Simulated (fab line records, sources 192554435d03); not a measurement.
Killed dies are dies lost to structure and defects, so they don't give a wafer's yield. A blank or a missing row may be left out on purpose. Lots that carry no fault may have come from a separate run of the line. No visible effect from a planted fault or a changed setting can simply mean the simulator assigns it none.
One fault through the eyes of 2 desks | flow n5-finfet | what lay behind the numbers comes last; until then each desk has only its own

== THE METROLOGY DESK ==
What the gauges read, lot by lot, whatever tool the lot ran on: means of the sampled wafers that have a number. If a lot's mean is further than 4 standard deviations from the usual mean, the lot is out of limits and carries the mark OUT (the distance appears in the brackets). 7 of its 11 readings are shown: the first one out of limits and those lying furthest out on some lot.
Columns: A = MD_CAP_THK at N5_MOL_CONTACT_COAG_THK_MEAS_29, usual 17.93 nm; B = DIBL_P at N5_BEOL_M4_RC_MEAS_101, usual 36.5 mV/V; C = IOFF_P at N5_BEOL_M4_RC_MEAS_101, usual 0.22 nA/um; D = ION_N at N5_BEOL_M4_RC_MEAS_101, usual 675 uA/um; E = SS_P at N5_BEOL_M4_RC_MEAS_101, usual 73.4 mV/dec; F = VT_N at N5_BEOL_M4_RC_MEAS_101, usual 249 mV; G = VT_P at N5_BEOL_M4_RC_MEAS_101, usual -250 mV
lot  | first seen here | A               | B    | C    | D   | E    | F   | G
L317 | day 7 06:20     | 17.86           | 38.8 | 0.25 | 667 | 73.9 | 249 | -248
L324 | day 8 17:01     | 20.00 (+27) OUT | -    | -    | -   | -    | -   | -
L325 | day 8 22:07     | 20.03 (+27) OUT | -    | -    | -   | -    | -   | -
L326 | day 8 23:37     | 19.94 (+26) OUT | -    | -    | -   | -    | -   | -
L328 | day 9 12:19     | 17.80           | 39.1 | 0.21 | 679 | 74.1 | 250 | -254
L330 | day 10 05:59    | 17.97           | 34.5 | 0.16 | 678 | 73.2 | 252 | -253
L332 | day 10 14:17    | 17.98           | 37.9 | 0.25 | 688 | 73.9 | 245 | -248
L333 | day 10 17:47    | 17.96           | 34.3 | 0.19 | 659 | 72.3 | 253 | -250
Finding of this desk: L324, L325, L326 out of limits, first seen on L324 at day 8 17:01 (MD_CAP_THK at N5_MOL_CONTACT_COAG_THK_MEAS_29). In limits: L317, L328, L330, L332, L333.

== THE TOOL OWNER'S DESK: cmp-02 ==
The tool's own readings at N5_MOL_CONTACT_COAG_CMP_23 (polishes, stops on SiO2, t overpolish 1.5 s, target thk 0 nm): means of the sampled wafers that have a number, for each lot that ran on this tool. If a lot's mean is further than 4 standard deviations from the usual mean, the lot is out of limits and carries the mark OUT (the distance appears in the brackets).
Columns: A = edge-zone-pressure-frac at N5_MOL_CONTACT_COAG_CMP_23, usual 1.000; B = head-pressure-psi at N5_MOL_CONTACT_COAG_CMP_23, usual 2.000 psi; C = motor-current-A at N5_MOL_CONTACT_COAG_CMP_23, usual 7.6 A; D = overpolish-run-s at N5_MOL_CONTACT_COAG_CMP_23, usual 1.499 s; E = slurry-filter-dp-kPa at N5_MOL_CONTACT_COAG_CMP_23, usual 13.49 kPa; F = time-to-endpoint-s at N5_MOL_CONTACT_COAG_CMP_23, usual 9.4 s
lot  | first seen here | A     | B     | C   | D     | E     | F
L317 | day 7 03:41     | 1.008 | 2.004 | 7.7 | 1.499 | 13.68 | 8.4
L328 | day 9 09:36     | 0.998 | 1.999 | 7.9 | 1.493 | 13.62 | 9.0
L332 | day 10 11:37    | 1.003 | 2.002 | 7.6 | 1.493 | 13.48 | 11.1
L333 | day 10 15:06    | 1.005 | 2.000 | 7.8 | 1.501 | 13.48 | 7.5
Finding of this desk: none of the 4 lots has anything out of limits.

== BROUGHT TOGETHER ==
At day 8 17:01 the metrology desk could have sounded an alarm, on L324, L325, L326.
The desk of the tool owner found nothing out of limits.
The tool owner's desk has no number on record for L324, L325, L326.
All the named lots went through N5_MOL_CONTACT_COAG_CMP_23 on cmp-02.

== WHAT WAS PUT IN BY THE SIMULATOR ==
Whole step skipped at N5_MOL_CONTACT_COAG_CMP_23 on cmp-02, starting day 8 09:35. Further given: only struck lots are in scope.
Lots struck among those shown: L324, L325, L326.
Time in hours between the start of the fault and the first out-of-limits reading at each desk: metrology desk, 7.
